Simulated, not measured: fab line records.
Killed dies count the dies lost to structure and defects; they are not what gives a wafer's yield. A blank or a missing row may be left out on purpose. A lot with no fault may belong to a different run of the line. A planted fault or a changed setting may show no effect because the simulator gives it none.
fab line records	flow n5Finfet	part 1 of 2: steps 1 to 13 of 24
[record] lots = 5	wafers = 15	lastDay = 15
route steps=1938 shown BEOL_M1@788
lots that met no fault: taken from a fault-free run of the same line
startH: start of the lot's first displayed wafer, in hours after the record's first day	waitH: hours from the lot's prior step to this one	" same as the row above	L1.1+2: several wafers, shown together as one row	- either no value or no given start	* or withheld: withheld	< > ~ a bound
route shown NAME@n: NAME is a module with steps in the file, n the number in the route of the first one	usual: mean/standard deviation taken from wafers without a fault	same: alike in all rows	chamber/n: place in a boat	sites: per-site readings	_std_site: the standard deviation of these	_edge_site: the outer-site mean with the inner-site mean subtracted	radiusMm: for every site, how far away it sits from the centre of the wafer	mask NAME#n: copy n	behind: the last tool/chamber to shape the wafer	hold: why the lot was held/for how many hours/how that ended	device: the transistor (n, p or np) that didn't switch	end of line: at the end of the route, the tests of the same wafers	where a step has no rows: the recipe by itself	killed: dies lost to structure and defects at the first sort, not the wafer's yield	map: a wafer's dies, marking killed ones x, the rest . and places with no die _
set.NAME: setting as actually run; set.NAME@STEP: the setting as run at that earlier step	model.NAME: the simulator's own value behind a step, which no gauge read
lots at some steps of the route; a table a step, a row a wafer
services: a tool's chamber out of use, with start hour (startH, from the record's first day; less than 0 if before it), hours out, and reason
[[steps]]
[step N5_BEOL_M1_INSPECT_30]
[recipe] mode = adi	inspectInstrument = brightfield
[usual] rawDefectCount = 407/88
lot.wafer	tool	chamber	startH	waitH	rawDefectCount
L077.2	defectInspect-02	-	140.72	0.0	427
L077.3	"	-	"	"	427
L077.4	"	-	"	"	357
L078.2	defectInspect-02	-	145.98	0.0	472
L078.4	"	-	"	"	578
L078.5	"	-	"	"	404
L079.1	defectInspect-01	-	153.21	0.1	359
L079.2	"	-	"	"	291
L079.5	"	-	"	"	362
L080.1	defectInspect-01	-	158.86	0.1	389
L080.2	"	-	"	"	371
L080.6	"	-	"	"	379
L088.2	defectInspect-02	-	234.37	0.0	569
L088.3	"	-	"	"	516
L088.5	"	-	"	"	552
[step N5_BEOL_M1_DESCUM_33]
[recipe] chemistry = O2	timeS = 7	sourcePowerW = 50	biasPowerW = 20	pressureMtorr = 20	rfFrequencyHz = 2.712e+07	tempC = 40	resist = CAR-EUV	o2FlowSccm = 225
[usual] drypumpMotorCurrentA = 5.9/0.48	oesProductAu = 0.81/0.094	rfVppV = 243.2/1.3	showerheadPlenumPTorr = 2.09/0.069	throttleValvePct = 20.31/0.25
lot.wafer	tool	chamber	startH	waitH	drypumpMotorCurrentA	oesProductAu	rfHoursCounterH	rfVppV	showerheadPlenumPTorr	throttleValvePct
L077.2	rieDiel-03	2	140.75	0.0	5.8	0.76	133	242.7	2.10	20.25
L077.3	"	0	"	"	4.9	0.80	124	242.6	2.10	20.15
L077.4	"	2	"	"	5.8	0.76	-	243.2	2.10	20.23
L078.2	rieDiel-01	3	146.01	0.0	5.4	0.68	244	242.1	2.07	20.50
L078.4	"	0	"	"	6.5	0.84	91	243.4	2.10	20.06
L078.5	"	3	"	"	5.4	0.69	-	243.5	2.07	20.49
L079.1	rieDiel-01	3	153.24	0.0	5.5	0.68	246	243.8	2.07	20.51
L079.2	"	0	"	"	6.4	0.84	93	242.2	2.10	20.06
L079.5	"	3	"	"	5.4	0.69	-	243.4	2.07	20.51
L080.1	rieDiel-01	0	158.89	0.0	6.4	0.84	95	243.5	2.10	20.06
L080.2	"	1	"	"	5.7	0.91	26	243.5	2.23	19.94
L080.6	"	3	"	"	5.4	0.69	-	243.9	2.07	20.52
L088.2	rieDiel-01	0	234.40	0.0	6.4	0.80	121	243.0	2.09	20.10
L088.3	"	1	"	"	5.7	0.87	52	246.0	2.22	19.97
L088.5	"	0	"	"	6.4	0.80	-	243.3	2.09	20.11
[step N5_BEOL_M1_ETCH_77]
[recipe] chemistry = N2/H2	target = underlayer	targetDepthA = 65	maskMaterial = CAR-EUV	timeS = 5.2	ionEnergyEv = 200	pressureMtorr = 30	sourceW = 840	biasW = 150	n2FlowSccm = 200	h2FlowSccm = 200	ends = cleared
[usual] biasW = 150.0/0.44	drypumpMotorCurrentA = 5.9/0.48	etchRfOnTimeS = 5.15/0.12	oesProductAu = 0.70/0.081	rfVppV = 523.8/2.7	showerheadPlenumPTorr = 2.54/0.084	throttleValvePct = 17.75/0.29
lot.wafer	tool	chamber	startH	waitH	biasW	drypumpMotorCurrentA	etchRfOnTimeS	oesProductAu	rfHoursCounterH	rfVppV	showerheadPlenumPTorr	throttleValvePct
L077.2	rieDiel-03	2	140.78	0.0	149.3	5.8	5.14	0.64	133	522.5	2.56	17.75
L077.3	"	0	"	"	149.8	4.9	5.13	0.68	124	523.7	2.55	17.56
L077.4	"	2	"	"	149.8	5.8	5.12	0.64	-	524.3	2.56	17.72
L078.2	rieDiel-01	3	146.04	0.0	149.4	5.4	5.01	0.59	244	521.8	2.49	17.69
L078.4	"	0	"	"	150.7	6.5	5.09	0.72	91	523.4	2.57	17.60
L078.5	"	3	"	"	149.6	5.4	5.07	0.58	-	524.2	2.49	17.71
L079.1	rieDiel-01	3	153.28	0.0	150.3	5.3	5.06	0.58	246	522.9	2.49	17.69
L079.2	"	0	"	"	150.0	6.5	5.21	0.70	93	526.7	2.57	17.62
L079.5	"	3	"	"	150.5	5.4	5.12	0.59	-	519.3	2.49	17.69
L080.1	rieDiel-01	0	158.93	0.0	150.6	6.4	5.16	0.70	95	522.2	2.57	17.61
L080.2	"	1	"	"	151.2	5.8	5.04	0.78	26	528.4	2.70	17.35
L080.6	"	3	"	"	150.5	5.4	5.05	0.59	-	523.3	2.49	17.68
L088.2	rieDiel-01	0	234.44	0.0	150.1	6.5	5.24	0.68	121	523.6	2.56	17.64
L088.3	"	1	"	"	149.0	5.8	5.04	0.75	52	529.6	2.69	17.37
L088.5	"	0	"	"	150.3	6.4	5.15	0.68	-	524.6	2.55	17.69
[step N5_BEOL_M1_ETCH_69]
[recipe] chemistry = CF4	target = SiARC	targetDepthA = 156	maskMaterial = CAR-EUV	timeS = 26	ionEnergyEv = 80	pressureMtorr = 40	sourceW = 545	biasW = 36	Ar_flow_sccm = 100	cf4FlowSccm = 100	ends = cleared
[usual] biasW = 35.99/0.12	drypumpMotorCurrentA = 5.8/0.48	etchRfOnTimeS = 25.7/0.59	mfcArSccm = 100.0/0.3	oesProductAu = 0.70/0.081	rfVppV = 184.1/1.2	showerheadPlenumPTorr = 2.14/0.064	throttleValvePct = 15.50/0.28
lot.wafer	tool	chamber	startH	waitH	biasW	drypumpMotorCurrentA	etchRfOnTimeS	mfcArSccm	oesProductAu	rfHoursCounterH	rfVppV	showerheadPlenumPTorr	throttleValvePct
L077.2	rieDiel-03	2	140.80	0.0	35.93	5.8	25.5	99.8	0.65	133	184.4	2.15	15.48
L077.3	"	0	"	"	36.00	4.9	25.9	99.8	0.68	124	184.1	2.15	15.33
L077.4	"	2	"	"	35.95	5.7	25.6	99.9	0.65	-	184.7	2.15	15.46
L078.2	rieDiel-01	3	146.06	0.0	36.03	5.4	25.4	99.6	0.60	244	182.7	2.12	15.68
L078.4	"	0	"	"	36.19	6.5	25.7	99.9	0.71	91	183.5	2.16	15.38
L078.5	"	3	"	"	35.87	5.4	25.3	99.6	0.60	-	184.3	2.12	15.67
L079.1	rieDiel-01	3	153.30	0.0	35.98	5.3	25.6	100.0	0.59	246	183.2	2.12	15.68
L079.2	"	0	"	"	36.10	6.4	25.9	100.0	0.71	93	183.9	2.16	15.36
L079.5	"	3	"	"	36.16	5.4	25.6	100.1	0.60	-	183.1	2.12	15.68
L080.1	rieDiel-01	0	158.94	0.0	35.90	6.5	25.9	100.3	0.71	95	184.5	2.16	15.38
L080.2	"	1	"	"	36.14	5.8	24.9	99.5	0.80	26	185.6	2.27	15.03
L080.6	"	3	"	"	35.96	5.4	25.6	100.0	0.59	-	183.5	2.12	15.68
L088.2	rieDiel-01	0	234.45	0.0	35.83	6.4	26.0	100.4	0.68	121	184.2	2.15	15.42
L088.3	"	1	"	"	35.86	5.8	25.0	99.5	0.76	52	185.1	2.26	15.09
L088.5	"	0	"	"	35.80	6.4	25.8	100.5	0.69	-	183.6	2.15	15.41
[step N5_BEOL_M1_ALD_98]
[recipe] material = SiO2	targetThkA = 25	tempC = 100	aldPrecursorFamily = BDEAS	aldCoReactant = O2-plasma	pulseTimeS = 1	coReactantPulseTimeS = 1	purgeTimeS = 2	coReactantPurgeTimeS = 2	aldCycles = 17	pressureTorr = 2
[usual] heaterPowerW = 76/6.8	precursorPulseHeightRel = 1.005/0.018
lot.wafer	tool	chamber	startH	waitH	heaterPowerW	precursorPulseHeightRel
L077.2	aldSin-02	3	140.88	0.1	86	1.016
L077.3	"	0	"	"	68	0.992
L077.4	"	2	"	"	86	1.013
L078.2	aldSin-03	3	146.14	0.1	78	1.043
L078.4	"	1	"	"	72	0.991
L078.5	"	0	"	"	72	0.978
L079.1	aldSin-03	0	153.38	0.1	73	1.017
L079.2	"	2	"	"	75	1.000
L079.5	"	1	"	"	72	1.010
L080.1	aldSin-03	0	159.03	0.1	73	1.030
L080.2	"	1	"	"	72	1.018
L080.6	"	2	"	"	74	1.006
L088.2	aldSin-03	0	234.54	0.1	74	0.991
L088.3	"	3	"	"	77	0.987
L088.5	"	2	"	"	73	0.997
[step N5_BEOL_M1_ETCHBACK_99]
[recipe] chemistry = CHF3	target = SiO2	targetDepthA = 50	timeS = 10.4	sourceW = 215	biasW = 47	Ar_flow_sccm = 200	CHF3_flow_sccm = 12	ionEnergyEv = 100	pressureMtorr = 30
[usual] biasW = 46.99/0.14	drypumpMotorCurrentA = 5.8/0.5	mfcArSccm = 200.0/0.56	oesProductAu = 0.81/0.095	rfVppV = 238/3.8	showerheadPlenumPTorr = 2.16/0.061	throttleValvePct = 17.0/0.31
lot.wafer	tool	chamber	startH	waitH	biasW	drypumpMotorCurrentA	mfcArSccm	oesProductAu	rfHoursCounterH	rfVppV	showerheadPlenumPTorr	throttleValvePct
L077.2	rieDiel-03	3	143.76	2.8	47.00	6.6	200.8	0.97	8	236	2.21	16.8
L077.3	"	0	"	"	47.11	4.9	200.6	0.79	125	240	2.17	16.8
L077.4	"	2	"	"	47.19	5.8	200.4	0.75	-	237	2.17	17.0
L078.2	rieDiel-02	1	146.91	0.7	46.85	5.2	199.8	0.72	208	234	2.07	17.5
L078.4	"	2	"	"	46.95	6.4	200.8	0.67	248	239	2.11	17.5
L078.5	"	1	"	"	47.31	5.2	200.4	0.70	-	233	2.07	17.5
L079.1	rieDiel-01	0	160.91	7.5	47.05	6.4	199.3	0.83	96	237	2.16	16.8
L079.2	"	3	"	"	46.98	5.4	199.8	0.69	248	247	2.12	17.1
L079.5	"	0	"	"	47.22	6.5	198.5	0.84	-	237	2.16	16.8
L080.1	rieDiel-01	3	171.15	12.1	46.82	5.4	199.6	0.68	250	246	2.12	17.1
L080.2	"	0	"	"	47.12	6.4	199.5	0.82	97	238	2.16	16.8
L080.6	"	1	"	"	47.08	5.8	200.6	0.91	-	236	2.27	16.4
L088.2	rieDiel-03	2	234.71	0.1	46.79	5.8	199.4	0.72	159	237	2.16	17.0
L088.3	"	3	"	"	46.79	6.6	200.1	0.88	39	237	2.20	16.9
L088.5	"	2	"	"	46.80	5.8	200.3	0.72	-	236	2.16	17.0
[step N5_BEOL_M1_ETCH_70]
[recipe] chemistry = N2/H2	target = SOC	targetDepthA = 800	overetchA = 160	maskMaterial = SiARC	tempC = 40	timeS = 120	ionEnergyEv = 200	pressureMtorr = 30	sourceW = 840	biasW = 150	n2FlowSccm = 200	h2FlowSccm = 200
[usual] biasW = 150.0/0.42	drypumpMotorCurrentA = 5.8/0.51	oesProductAu = 0.62/0.067	rfVppV = 523.9/2.4	showerheadPlenumPTorr = 2.55/0.084	throttleValvePct = 17.70/0.3
lot.wafer	tool	chamber	startH	waitH	biasW	drypumpMotorCurrentA	oesProductAu	rfHoursCounterH	rfVppV	showerheadPlenumPTorr	throttleValvePct
L077.2	rieDiel-03	3	143.79	0.0	149.3	6.6	0.71	8	525.9	2.60	17.45
L077.3	"	0	"	"	149.6	4.9	0.61	125	523.3	2.55	17.52
L077.4	"	2	"	"	150.3	5.8	0.58	-	522.4	2.56	17.69
L078.2	rieDiel-02	1	146.95	0.0	150.3	5.2	0.55	208	521.3	2.42	18.13
L078.4	"	2	"	"	150.5	6.4	0.54	248	522.8	2.49	18.14
L078.5	"	1	"	"	150.1	5.2	0.54	-	520.5	2.42	18.14
L079.1	rieDiel-01	0	160.95	0.0	151.1	6.4	0.63	96	523.5	2.57	17.55
L079.2	"	3	"	"	149.9	5.4	0.52	248	522.9	2.49	17.64
L079.5	"	0	"	"	150.3	6.4	0.62	-	525.0	2.57	17.57
L080.1	rieDiel-01	3	171.19	0.0	150.0	5.4	0.52	250	522.5	2.48	17.64
L080.2	"	0	"	"	149.7	6.5	0.63	97	525.1	2.57	17.59
L080.6	"	1	"	"	150.0	5.8	0.69	-	528.7	2.70	17.29
L088.2	rieDiel-03	2	234.74	0.0	150.6	5.8	0.56	159	524.0	2.55	17.73
L088.3	"	3	"	"	149.5	6.7	0.66	39	525.0	2.59	17.52
L088.5	"	2	"	"	150.4	5.8	0.56	-	523.1	2.55	17.74
[step N5_BEOL_M1_STRIP_71]
[recipe] chemistry = N2/H2	tempC = 40	n2FlowSccm = 200	h2FlowSccm = 200	rfFrequencyHz = 6e+07
lot.wafer	tool	chamber	startH	waitH
L077.2+3+4	rieDiel-03	3,0,2	143.87	0.0
L078.2+4+5	rieDiel-02	1,2,1	147.03	0.0
L079.1+2+5	rieDiel-01	0,3,0	161.03	0.0
L080.1+2+6	rieDiel-01	3,0,1	171.27	0.0
L088.2+3+5	rieDiel-03	2,3,2	234.83	0.0
[step N5_BEOL_M1_STRIP_78]
[recipe] chemistry = N2/H2	tempC = 40	n2FlowSccm = 200	h2FlowSccm = 200	rfFrequencyHz = 6e+07
lot.wafer	tool	chamber	startH	waitH
L077.2+3+4	rieDiel-03	3,0,2	143.88	0.0
L078.2+4+5	rieDiel-02	1,2,1	147.04	0.0
L079.1+2+5	rieDiel-01	0,3,0	161.04	0.0
L080.1+2+6	rieDiel-01	3,0,1	171.28	0.0
L088.2+3+5	rieDiel-03	2,3,2	234.84	0.0
[step N5_BEOL_M1_VIA_ETCH_34]
[recipe] chemistry = C4F6/O2	targetDepthA = 678	maskMaterial = SOC	pressureMtorr = 15	ionEnergyEv = 250	taperDeg = 4	timeS = 64.4	sourceW = 350	biasW = 170	Ar_flow_sccm = 300	C4F6_flow_sccm = 10	O2_flow_sccm = 10
[usual] biasW = 169.9/0.5	drypumpMotorCurrentA = 5.8/0.5	mfcArSccm = 300.1/0.94	oes_o_777_au = 0.82/0.095	oesProductAu = 0.81/0.095	rfVppV = 659/10	showerheadPlenumPTorr = 2.85/0.078	throttleValvePct = 30.7/0.39
lot.wafer	tool	chamber	startH	waitH	biasW	drypumpMotorCurrentA	mfcArSccm	oes_o_777_au	oesProductAu	rfHoursCounterH	rfVppV	showerheadPlenumPTorr	throttleValvePct
L077.2	rieDiel-03	3	143.89	0.0	169.8	6.6	300.9	0.95	0.95	8	658	2.92	30.8
L077.3	"	0	"	"	170.3	4.9	299.9	0.80	0.79	125	665	2.86	30.5
L077.4	"	2	"	"	170.3	5.7	300.1	0.75	0.75	-	656	2.86	30.5
L078.2	rieDiel-02	1	147.05	0.0	169.1	5.2	299.5	0.69	0.70	208	647	2.74	31.5
L078.4	"	2	"	"	170.3	6.4	299.8	0.68	0.67	248	662	2.79	31.0
L078.5	"	1	"	"	169.3	5.2	299.0	0.69	0.70	-	649	2.74	31.5
L079.1	rieDiel-01	0	161.05	0.0	170.2	6.5	300.9	0.82	0.83	96	654	2.85	30.2
L079.2	"	3	"	"	170.9	5.4	301.1	0.71	0.68	248	681	2.81	30.8
L079.5	"	0	"	"	170.9	6.5	300.1	0.83	0.83	-	653	2.85	30.2
L080.1	rieDiel-01	3	171.29	0.0	169.7	5.4	299.7	0.71	0.68	250	681	2.81	30.8
L080.2	"	0	"	"	170.3	6.4	299.1	0.82	0.83	97	655	2.85	30.2
L080.6	"	1	"	"	170.0	5.7	298.8	0.96	0.90	-	649	3.00	30.2
L088.2	rieDiel-03	2	234.85	0.0	169.7	5.8	299.8	0.72	0.74	159	655	2.85	30.5
L088.3	"	3	"	"	169.5	6.6	300.2	0.88	0.88	39	656	2.91	30.8
L088.5	"	2	"	"	169.8	5.7	299.9	0.74	0.73	-	653	2.85	30.5
[step N5_BEOL_M1_STRIP_83]
[recipe] chemistry = C4F6/O2	resist = SiARC	rfFrequencyHz = 6e+07
lot.wafer	tool	chamber	startH	waitH
L077.2+3+4	rieDiel-03	3,0,2	143.94	0.0
L078.2+4+5	rieDiel-02	1,2,1	147.10	0.0
L079.1+2+5	rieDiel-01	0,3,0	161.10	0.0
L080.1+2+6	rieDiel-01	3,0,1	171.34	0.0
L088.2+3+5	rieDiel-03	2,3,2	234.89	0.0
[step N5_BEOL_M1_STRIP_36]
[recipe] chemistry = N2/H2	powerW = 450	tempC = 40	pressureMtorr = 20	rfFrequencyHz = 6e+07	overashFraction = 0.3	biasPowerW = 7	h2Frac = 0.5	n2FlowSccm = 200	h2FlowSccm = 200
[usual] drypumpMotorCurrentA = 5.8/0.51	oesProductAu = 0.81/0.095	rfVppV = 59.2/1.3	showerheadPlenumPTorr = 2.54/0.084	throttleValvePct = 23.5/0.32
[same] overashFraction = 0.3
lot.wafer	tool	chamber	startH	waitH	drypumpMotorCurrentA	oesProductAu	rfHoursCounterH	rfVppV	showerheadPlenumPTorr	throttleValvePct
L077.2	rieDiel-03	3	143.95	0.0	6.6	0.95	8	60.9	2.60	23.3
L077.3	"	0	"	"	4.9	0.80	125	58.6	2.54	23.4
L077.4	"	2	"	"	5.8	0.77	-	60.5	2.55	23.4
L078.2	rieDiel-02	1	147.11	0.0	5.2	0.72	208	59.0	2.41	24.0
L078.4	"	2	"	"	6.4	0.67	248	59.6	2.49	23.8
L078.5	"	1	"	"	5.2	0.72	-	58.6	2.41	24.0
L079.1	rieDiel-01	0	161.11	0.0	6.4	0.83	96	59.4	2.56	23.3
L079.2	"	3	"	"	5.4	0.68	248	60.2	2.48	23.3
L079.5	"	0	"	"	6.4	0.83	-	60.7	2.56	23.4
L080.1	rieDiel-01	3	171.35	0.0	5.4	0.67	250	60.6	2.48	23.3
L080.2	"	0	"	"	6.5	0.83	97	60.6	2.56	23.3
L080.6	"	1	"	"	5.7	0.90	-	60.1	2.70	23.2
L088.2	rieDiel-03	2	234.90	0.0	5.8	0.72	159	58.1	2.54	23.5
L088.3	"	3	"	"	6.6	0.88	39	60.5	2.58	23.4
L088.5	"	2	"	"	5.8	0.72	-	58.7	2.54	23.5
[step N5_BEOL_M1_TRENCH_ETCH_37]
[recipe] chemistry = C4F6/O2	targetDepthA = 552.07	target = SiOC	timeS = 29	ionEnergyEv = 250	pressureMtorr = 30	sourceW = 355	biasW = 185	Ar_flow_sccm = 300	C4F6_flow_sccm = 10	O2_flow_sccm = 10
[usual] biasW = 185.0/0.57	drypumpMotorCurrentA = 5.8/0.5	mfcArSccm = 300.0/0.9	oes_o_777_au = 0.81/0.094	oesProductAu = 0.81/0.094	rfVppV = 659/10	showerheadPlenumPTorr = 2.85/0.078	throttleValvePct = 20.8/0.32
lot.wafer	tool	chamber	startH	waitH	biasW	drypumpMotorCurrentA	mfcArSccm	oes_o_777_au	oesProductAu	rfHoursCounterH	rfVppV	showerheadPlenumPTorr	throttleValvePct
L077.2	rieDiel-03	3	-	-	184.5	6.7	301.2	0.95	0.95	8	655	2.93	20.7
L077.3	"	0	"	"	185.9	4.9	301.2	0.79	0.79	125	665	2.86	20.6
L077.4	"	2	"	"	183.9	5.8	299.7	0.75	0.75	-	653	2.87	20.7
L078.2	rieDiel-02	1	-	-	185.1	5.2	299.7	0.70	0.70	208	647	2.74	21.3
L078.4	"	2	"	"	185.1	6.4	299.2	0.68	0.67	248	659	2.80	21.2
L078.5	"	1	"	"	184.3	5.2	301.2	0.69	0.70	-	647	2.74	21.4
L079.1	rieDiel-01	0	-	-	185.2	6.4	301.4	0.83	0.83	96	654	2.86	20.5
L079.2	"	3	"	"	184.7	5.4	299.4	0.72	0.69	249	680	2.81	20.9
L079.5	"	0	"	"	185.6	6.4	300.7	0.82	0.84	-	654	2.86	20.5
L080.1	rieDiel-01	3	-	-	184.4	5.4	300.3	0.71	0.69	250	681	2.81	20.9
L080.2	"	0	"	"	184.8	6.4	300.4	0.81	0.83	97	654	2.86	20.5
L080.6	"	1	"	"	185.1	5.8	300.1	0.96	0.91	-	649	3.00	20.2
L088.2	rieDiel-03	2	-	-	184.7	5.8	300.1	0.73	0.72	159	654	2.85	20.7
L088.3	"	3	"	"	184.1	6.6	299.3	0.88	0.88	39	655	2.91	20.7
L088.5	"	2	"	"	185.8	5.8	298.7	0.74	0.73	-	655	2.86	20.8
